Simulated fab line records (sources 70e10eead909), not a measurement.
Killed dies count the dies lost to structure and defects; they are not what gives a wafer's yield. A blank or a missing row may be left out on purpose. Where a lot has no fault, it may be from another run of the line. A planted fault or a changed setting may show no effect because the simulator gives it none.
A struck lot beside a sound one || flow nand_harc || 15 steps out of a route of 1302
Sound: these wafers, L383.2, L383.3, L383.4. The struck wafers were L374.1, L374.4, L374.5. The cause is given at the end.
Per side, at each step with rows, come the tool, then ch with its chambers, and then its first start. Under that, the readings that differ: sound wafers || struck wafers || difference of the means || sigmas: that difference in standard deviations of wafers without a fault.
alike: readings whose means differ by less than 2 such deviations, and words and numbers that are the same on both sides. not compared: withheld readings, readings that some wafer has no value for, bounds like >300 that may hide the same value, and numbers for which the record gives no deviation and whose values overlap.
A row with sigmas, a row that says differs or no value, or rows on one side alone: a step with any of these is where the two part. Numbers that don't overlap but have no deviation are shown without sigmas and don't part them. Lack of a reading on every wafer of one side parts them only where that side has two or more wafers.

first, 8 steps without rows for these wafers: NHARC_P_GATE_DEHYDRATE_18 (time 120 s); NHARC_P_GATE_HMDS_19 (time 30 s); NHARC_P_GATE_COAT_20 (resist thk 90 nm); NHARC_P_GATE_SOFTBAKE_21 (time 55 s); NHARC_P_GATE_EBR_22; NHARC_P_GATE_EXPOSE_23 (exposes mask P GATE, target cd 120 nm); NHARC_P_GATE_PEB_24 (peb time 65 s); NHARC_P_GATE_DEVELOP_25 (develop time 35 s).
NHARC_P_GATE_CD_MEAS_26: the cd target is 120 nm.
  sound on cd_sem-01 ch 0, day 11 02:44; struck on cd_sem-01 ch 0, day 6 19:42
  alike: cd_nm
NHARC_P_GATE_OVL_MEAS_27:
  sound on overlay-02 at day 11 02:50; struck on overlay-02 at day 6 19:47
  alike: overlay_x_nm, overlay_y_nm
NHARC_P_GATE_INSPECT_28:
  sound on defect_inspect-01 at day 11 02:52; struck on defect_inspect-02 at day 6 19:49
  alike: raw_defect_count
NHARC_P_GATE_DESCUM_31: chemistry O2, time 3 s.
  sound on rie_diel-09 ch 0,2,3, day 11 02:56; struck on rie_diel-12 ch 0,2, day 6 19:53
  alike: drypump_motor_current_A, oes_product_au, rf_vpp_V, showerhead_plenum_p_Torr, throttle_valve_pct
  not compared: rf_hours_counter_h
NHARC_P_GATE_ETCH_104: etches the open film in CF4/CHF3, target depth 60 nm.
  sound on rie_diel-09 ch 0,1,2, day 11 03:01; struck on rie_diel-12 ch 1,2, day 6 19:58
  no value came back on the struck wafers for any of 7 readings (bias_w (W), cf4_flow_sccm (sccm) and others); on the sound wafers bias_w (W) reads 198.8 200.1 200.2
NHARC_P_GATE_HM_OPEN_105: chemistry O2/COS, target depth 360 nm.
  sound: rie_diel-09 ch 0,1,2; struck: rie_diel-12 ch 2,3
  alike: drypump_motor_current_A, oes_product_au, rf_vpp_V, showerhead_plenum_p_Torr, throttle_valve_pct
  not compared: rf_hours_counter_h
-- break in the record here, with 19 days between the starts of the struck wafers on either side (left off in module P_GATE, picked up again in module END, where the first step shown is number 1302 on the route) --
NHARC_END_SORT_01:
  sound on prober-01 ch 0, day 30 02:43; struck on prober-02 ch 0, day 26 07:05
{"reading": "hold", "sound": "- - -", "struck": "await_dispo/2.8h/scrap await_dispo/2.8h/scrap await_dispo/2.8h/scrap", "difference": "no value on the sound wafers", "sigmas": ""}
{"reading": "killed_at_periphery", "sound": "3 10 6", "struck": "632 619 631", "difference": "+621", "sigmas": "+99 or more"}
{"reading": "killed_dies", "sound": "53 70 52", "struck": "677 677 677", "difference": "+619", "sigmas": "+31"}
  alike: killed_at_array, killed_at_other, killed_open, killed_short

## WHERE THEY PART
First at NHARC_P_GATE_ETCH_104; last, within this record, at NHARC_END_SORT_01.

WHY: whatever the simulator had introduced
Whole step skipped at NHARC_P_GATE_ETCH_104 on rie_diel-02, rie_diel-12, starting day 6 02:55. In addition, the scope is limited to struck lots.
